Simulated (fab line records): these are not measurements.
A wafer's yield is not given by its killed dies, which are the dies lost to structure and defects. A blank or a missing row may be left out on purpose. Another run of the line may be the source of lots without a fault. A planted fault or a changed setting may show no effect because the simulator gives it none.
3 desks, one fault || flow n5-finfet || each desk has only its own numbers; what lay behind them comes last

== THE DEFECT DESK ==
Inspection counts along the route, by lot: the mean over sampled wafers that carry a number. Marked OUT: a lot whose mean sits more than 4 standard deviations from the usual mean, which makes it out of limits; the brackets give that distance.
Columns: A = raw-defect-count at N5_BEOL_M11_INSPECT_58, usual 85
{"lot": "L739", "first seen here": "day 9 21:08", "A": 54}
{"lot": "L741", "first seen here": "day 11 03:25", "A": 147}
{"lot": "L743", "first seen here": "day 11 19:11", "A": 88}
{"lot": "L744", "first seen here": "day 11 20:43", "A": 66}
{"lot": "L750", "first seen here": "day 13 06:20", "A": 71}
{"lot": "L751", "first seen here": "day 13 07:19", "A": 53}
{"lot": "L752", "first seen here": "day 13 08:06", "A": 59}
{"lot": "L753", "first seen here": "day 14 05:49", "A": 55}
{"lot": "L754", "first seen here": "day 14 07:20", "A": 69}
{"lot": "L756", "first seen here": "day 15 04:52", "A": 97}
{"lot": "L757", "first seen here": "day 15 13:16", "A": 104}
{"lot": "L761", "first seen here": "day 16 17:14", "A": 77}
Result from this desk: across the 12 lots, nothing is out of limits.

== THE METROLOGY DESK ==
Means of the sampled wafers that have a number, per lot and without regard to the tool the lot ran on: this is what the gauges read. Marked OUT: a lot whose mean sits more than 4 standard deviations from the usual mean, which makes it out of limits; the brackets give that distance.
Columns: A = cd-nm at N5_BEOL_M11_CD_MEAS_35, usual 69.9 nm
{"lot": "L739", "first seen here": "day 9 17:52", "A": 70.5}
{"lot": "L741", "first seen here": "day 11 01:12", "A": 70.9}
{"lot": "L743", "first seen here": "day 11 16:45", "A": 69.6}
{"lot": "L744", "first seen here": "day 11 17:19", "A": 69.5}
{"lot": "L750", "first seen here": "day 13 02:20", "A": 70.6}
{"lot": "L751", "first seen here": "day 13 04:56", "A": 70.0}
{"lot": "L752", "first seen here": "day 13 05:15", "A": 69.6}
{"lot": "L753", "first seen here": "day 14 03:35", "A": 70.1}
{"lot": "L754", "first seen here": "day 14 04:16", "A": 70.5}
{"lot": "L756", "first seen here": "day 15 00:41", "A": 70.1}
{"lot": "L757", "first seen here": "day 15 11:06", "A": 70.1}
{"lot": "L761", "first seen here": "day 16 13:12", "A": 69.4}
Result from this desk: across the 12 lots, nothing is out of limits.

== FOR THE TOOL OWNER'S DESK: krf-scanner-02 ==
The tool's own readings at N5_BEOL_M12_EXPOSE_07 (exposes mask V11): means of the sampled wafers that have a number, for each lot that ran on this tool. Marked OUT: a lot whose mean sits more than 4 standard deviations from the usual mean, which makes it out of limits; the brackets give that distance.
Columns: A = exposure-dose-mJ-cm2 at N5_BEOL_M12_EXPOSE_07, usual 32.47
{"lot": "L743", "first seen here": "day 11 19:37", "A": 32.49}
{"lot": "L744", "first seen here": "day 11 21:09", "A": 32.51}
{"lot": "L751", "first seen here": "day 13 07:44", "A": "30.89 (-51) OUT"}
{"lot": "L752", "first seen here": "day 13 11:56", "A": "31.21 (-41) OUT"}
{"lot": "L753", "first seen here": "day 14 06:07", "A": "31.46 (-33) OUT"}
{"lot": "L754", "first seen here": "day 14 07:38", "A": "31.65 (-26) OUT"}
This desk's finding: out of limits on L751, L752, L753, L754; first on L751, day 13 07:44 (exposure-dose-mJ-cm2 at N5_BEOL_M12_EXPOSE_07). L743, L744: within limits.

== PUT TOGETHER ==
On L751, L752, L753, L754, at day 13 07:44, an alarm was possible from the tool owner's desk.
Nothing out of limits was seen by the defect desk.
The metrology desk saw nothing out of limits.
The defect desk has L751, L752, L753, L754 on record, within its limits.
The metrology desk has L751, L752, L753, L754 on record, within its limits.
All the named lots went through N5_BEOL_M12_EXPOSE_07 on krf-scanner-02.

== WHAT THE SIMULATOR PUT IN ==
Process parameters drifting: krf-scanner-02 at N5_BEOL_M12_EXPOSE_07, beginning at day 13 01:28. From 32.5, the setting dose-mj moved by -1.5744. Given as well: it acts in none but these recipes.
Lots struck among those shown: L751, L752, L753, L754.
Delay in hours, fault start to first out-of-limits reading, by desk: the tool owner's desk at 6.
